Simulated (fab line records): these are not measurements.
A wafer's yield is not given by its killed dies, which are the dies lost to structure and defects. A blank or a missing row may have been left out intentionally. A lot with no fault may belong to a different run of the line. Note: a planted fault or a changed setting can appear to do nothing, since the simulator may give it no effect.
Comparing a struck lot with a sound one :: flow n5 finfet :: 18 out of 1938 route steps
Sound: wafers L180.3, L180.4, L180.5. The struck wafers were L193.2, L193.5, L193.6. The cause comes at the end.
For every step that has rows: the tool of each side, followed by ch and its chambers, followed by its first start. Under that, the readings that differ: sound wafers :: struck wafers :: difference of the means :: sigmas: that difference in standard deviations of wafers without a fault.
alike: readings whose means differ by less than 2 such deviations, and words and numbers that are the same on both sides. not compared: withheld readings, readings that some wafer has no value for, bounds like >300 that may hide the same value, and numbers for which the record gives no deviation and whose values overlap.
Wherever a step has rows on one side only, a row that says differs or no value, or a row with sigmas, the two part there. Numbers that don't overlap but have no deviation are shown without sigmas and don't part them. Lack of a reading on every wafer of one side parts them only where that side has two or more wafers.

first, 8 steps without rows for these wafers: N5_BEOL_M8_PRE_CLEAN_55 (time 15 s); N5_BEOL_M8_DEP_56 (deposits SiCN from 3MS/NH3, target thk 10 nm, time 17.5 s); N5_BEOL_M9_ILD_DEP_00 (deposits SiCOH lowk from DEMS/porogen, target thk 308.51 nm, time 58 s); N5_BEOL_M9_CURE_71 (cures SiCOH lowk, time 240 s); N5_BEOL_M9_PECVD_70 (deposits SiO2 from TEOS/O2, target thk 20 nm, time 22.7 s); N5_BEOL_M9_HM_DEP_02 (deposits TiN, target thk 20 nm); N5_BEOL_M9_COAT_59 (time 60 s, resist thk 100 nm); N5_BEOL_M9_COAT_60 (time 60 s, resist thk 30 nm).
N5_BEOL_M9_COAT_05: resist thk 90 nm.
  sound on litho track-05 ch 0, day 10 19:05; struck on litho track-05 ch 0, day 14 20:15
reading: spin speed rpm (rpm)
sound: 1498.3 1499.3 1499.3
struck: 1569.1 1571.1 1568.3
difference: +70.5
sigmas: +71

reading: model.CAR-ArF_of_BEOL_M9_COAT_05.thk nm (nm)
sound: 90.2 90.2 90
struck: 87.6 87.8 87.4
difference: -2.5
sigmas: 
  alike: exhaust pa
then, 6 steps without rows for these wafers: N5_BEOL_M9_EBR_07; N5_BEOL_M9_SOFTBAKE_06 (time 60 s); N5_BEOL_M9_EXPOSE_08 (exposes mask M9); N5_BEOL_M9_PEB_09 (peb time 60 s); N5_BEOL_M9_DEVELOP_10 (develop time 30 s); N5_BEOL_M9_DESCUM_16 (chemistry O2, time 7.9 s).
N5_BEOL_M9_ETCH_61: etches SiARC in CF4, target depth 39 nm, time 65 s.
  sound on rie diel-06 ch 0,2, day 10 19:34; struck on rie diel-06 ch 0,3, day 14 21:08
reading: model.CAR-ArF_of_BEOL_M9_COAT_05.thk nm (nm)
sound: 55.6 56 55.4
struck: 53 53.2 52.8
difference: -3
sigmas: 
  alike: bias w, drypump motor current A, etch rf on time s, oes product au, rf vpp V, showerhead plenum p Torr, throttle valve pct
  not compared: rf hours counter h
then, 1 step without rows for these wafers: N5_BEOL_M9_ETCH_62 (etches SOC in N2/H2, target depth 110 nm, overetch 22 nm, time 165 s).
-- the record jumps here: 3 days lie between the struck wafers' starts before and after (it left off in module BEOL_M9 and takes up again in module PASSIVATION, whose first step shown is number 1936 of the route) --
N5_PASSIVATION_PROBE_49:
  sound: prober-02 at day 13 07:19; struck: prober-01 at day 18 01:02
reading: defect limited yield (%)
sound: 89.6 88.6 91.5
struck: 93.6
difference: +3.7
sigmas: +3

reading: killed at front end
sound: 38 60 33
struck: 19
difference: -25
sigmas: -2

reading: killed dies
sound: 123 135 100
struck: 75
difference: -44
sigmas: -3

reading: killed open
sound: 80 83 67
struck: 48
difference: -29
sigmas: -2

reading: sort_bin_6_memory (%)
sound: 4.0 4.8 3.2
struck: 2.0
difference: -2.0
sigmas: -3

reading: sort n pass
sound: 1057 1045 1080
struck: 1105
difference: +44
sigmas: +3

reading: sort yield pct (%)
sound: 89.6 88.6 91.5
struck: 93.6
difference: +3.7
sigmas: +3
  alike: killed_at_M0_to_M3, killed_at_M4_up, killed at contacts, killed at other, killed short, sort_bin_5_function, sort_bin_8_speed

WHERE THEY PART
At N5_BEOL_M9_COAT_05 first; at N5_PASSIVATION_PROBE_49 last (within this record only).

WHY: the cause the simulator had injected
Process parameter drift: litho track-05, from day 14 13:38 on, at N5_BEOL_M9_COAT_05. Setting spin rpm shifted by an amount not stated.
